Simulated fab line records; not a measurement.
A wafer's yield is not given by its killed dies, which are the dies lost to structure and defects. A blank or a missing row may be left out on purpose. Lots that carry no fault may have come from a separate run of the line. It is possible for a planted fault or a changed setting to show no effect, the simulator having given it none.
Chamber matching    flow n5-finfet    rie-si-05 running N5_BEOL_M0_SAQP_MANDREL2_REMOVE_110: 4 sister chambers
The step chemistry HBr/Cl2/O2, target a-Si, stops on SiCN, bt time 10 s. 4 wafers are shown with their chamber, then 10 later ones without.

== WAFERS WITH THEIR CHAMBER ==
wafer   chamber  throttle-valve-pct (%)
L079.3  1        36.77
L084.1  0        36.99
L086.6  3        36.92
L089.5  2        37.06

== WAFERS WHOSE CHAMBER IS MISSING ==
wafer   throttle-valve-pct (%)
L089.6  36.75
L091.1  36.92
L091.2  36.77
L091.4  36.99
L095.1  37.06
L095.2  36.98
L095.5  36.91
L096.1  36.92
L096.5  37.07
L096.6  36.92

== WHICH CHAMBER EACH ONE RAN IN ==
wafer   from the rows above  in truth
L089.6  1                    1
L091.1  3                    3
L091.2  1                    1
L091.4  0                    0
L095.1  2                    2
L095.2  0                    0
L095.5  3                    3
L096.1  3                    3
L096.5  2                    2
L096.6  3                    3
Correctly placed: 10 of 10. Can't be placed from these rows: 0. Wrongly placed: 0.
How it was worked out, from the rows above alone: a wafer's distance from a chamber is the root of the sum, over the readings, of the square of ((its reading less the chamber's mean) divided by the reading's scatter). The wafer belongs to the nearest chamber; if the next one is less than 2 further off, it can't be placed. For every chamber, the mean is computed from those of its wafers that are shown. The scatter: with one shown wafer a chamber, the root of the mean of the squares of how far each hidden wafer lies from its nearest shown one.
